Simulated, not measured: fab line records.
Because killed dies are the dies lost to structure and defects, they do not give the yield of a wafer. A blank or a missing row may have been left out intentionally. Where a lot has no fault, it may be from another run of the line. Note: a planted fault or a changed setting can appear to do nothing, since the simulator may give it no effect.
What tool caused it? + flow n5 finfet + 12 lots, 36 wafers sampled, at 2 steps of a route of 1938

== WHAT THE GAUGES READ, wafer by wafer ==
N5_BEOL_M8_RS_MEAS_57: a four-point-probe measurement.
| lot  | measured     | on            | M8_RS (ohm/sq)    |
|------|--------------|---------------|-------------------|
| L074 | day 9 12:58  | film metro-01 | 0.282 0.288 0.307 |
| L077 | day 10 03:00 | film metro-01 | 0.296 0.278 0.318 |
| L078 | day 10 15:11 | film metro-01 | 0.292 0.278 0.294 |
| L081 | day 10 19:12 | film metro-01 | 0.293 0.313 0.282 |
| L083 | day 11 08:13 | film metro-02 | 0.292 0.289 0.268 |
| L086 | day 13 00:18 | film metro-01 | 0.270 0.277 0.274 |
| L085 | day 13 02:33 | film metro-01 | 0.276 0.272 0.292 |
| L089 | day 13 15:08 | film metro-01 | 0.257 0.282 0.282 |
| L090 | day 13 16:07 | film metro-01 | 0.282 0.279 0.283 |
| L092 | day 13 20:15 | film metro-01 | 0.281 0.266 0.259 |
| L095 | day 15 00:53 | film metro-01 | 0.273 0.283 0.276 |
| L097 | day 15 16:19 | film metro-01 | 0.275 0.284 0.281 |

== TOOL THAT RAN EACH LOT (tool first, then ch and the chambers of the sampled wafers, then the start) ==
| lot  | N5_BEOL_M8_DEGAS_44          |
|------|------------------------------|
| L074 | pvd sputter-03, day 9 10:54  |
| L077 | pvd sputter-03, day 10 00:38 |
| L078 | pvd sputter-01, day 10 13:27 |
| L081 | pvd sputter-03, day 10 17:39 |
| L083 | pvd sputter-02, day 11 06:29 |
| L086 | pvd sputter-03, day 12 22:14 |
| L085 | pvd sputter-02, day 13 00:56 |
| L089 | pvd sputter-03, day 13 13:38 |
| L090 | pvd sputter-03, day 13 14:32 |
| L092 | pvd sputter-01, day 13 17:32 |
| L095 | pvd sputter-02, day 14 22:46 |
| L097 | pvd sputter-03, day 15 14:43 |
- N5_BEOL_M8_DEGAS_44: time 60 s.

== THE ANSWER, worked out from the rows above alone ==
Rule: the lots themselves supply what counts as usual. Put in order of their means at a reading, lots are off if they are a third of the lots or fewer, leave a main group of 4 or more, and stand apart from it by a gap of 3 or more times the standard deviation of the main group's means; of several such gaps the widest counts. A main group whose means are all the same, to the digits that the tables above print for the reading, isn't used. Also off: a lot with no number at a reading for which 4 or more lots have one. All remaining lots with rows at the step are treated as sound.
Nothing can be told from this: no lot is off at any reading shown.

== WHAT THE SIMULATOR HAD INSERTED ==
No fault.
